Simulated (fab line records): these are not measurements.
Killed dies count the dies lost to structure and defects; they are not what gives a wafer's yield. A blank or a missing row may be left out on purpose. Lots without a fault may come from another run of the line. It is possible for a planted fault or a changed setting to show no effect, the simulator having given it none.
Matching of chambers | flow n5-finfet | 4 sister chambers for N5_GATE_CUT_CMP_02 on cmp-02
The step polishes, stops on SiO2, t overpolish 12.7 s, target thk 0 nm. 4 wafers are shown with their chamber, then 10 later ones without.

WAFERS PAIRED WITH THEIR CHAMBERS
wafer  | chamber | motor-current-A (A)
L081.5 | 1       | 9.8
L082.4 | 0       | 7.7
L083.4 | 2       | 9.4
L083.5 | 3       | 8.5

WAFERS WITH NO CHAMBER GIVEN
wafer  | motor-current-A (A)
L083.6 | 10.1
L091.1 | 8.5
L091.2 | 10.2
L091.4 | 9.5
L092.2 | 8.2
L092.3 | 10.0
L092.4 | 10.7
L095.4 | 8.4
L095.5 | 9.2
L095.6 | 9.9

WHICH CHAMBER EACH WENT THROUGH
wafer  | from the rows above          | in truth
L083.6 | can't be placed: 1 or 2      | 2
L091.1 | 3                            | 3
L091.2 | can't be placed: 1 or 2      | 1
L091.4 | can't be placed: 2 or 1      | 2
L092.2 | can't be placed: 3 or 0      | 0
L092.3 | can't be placed: 1 or 2      | 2
L092.4 | can't be placed: 1 or 2      | 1
L095.4 | can't be placed: 3 or 0      | 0
L095.5 | can't be placed: 2 or 1 or 3 | 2
L095.6 | can't be placed: 1 or 2      | 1
Correctly placed: 1 of 10. Not placeable from these rows: 9 (in 9, the candidates include the true chamber). Number placed wrongly: 0.
How it was worked out, from the rows above alone: a wafer's distance from a chamber is the root of the sum, over the readings, of the square of ((its reading less the chamber's mean) divided by the reading's scatter). If the next closest chamber is less than 2 further off than the closest, the wafer can't be placed; otherwise it belongs to the closest. Each chamber's mean is taken over the wafers shown for it. The scatter (one wafer shown for each chamber): square how far every hidden wafer sits from the nearest shown wafer, average those squares and take the square root.
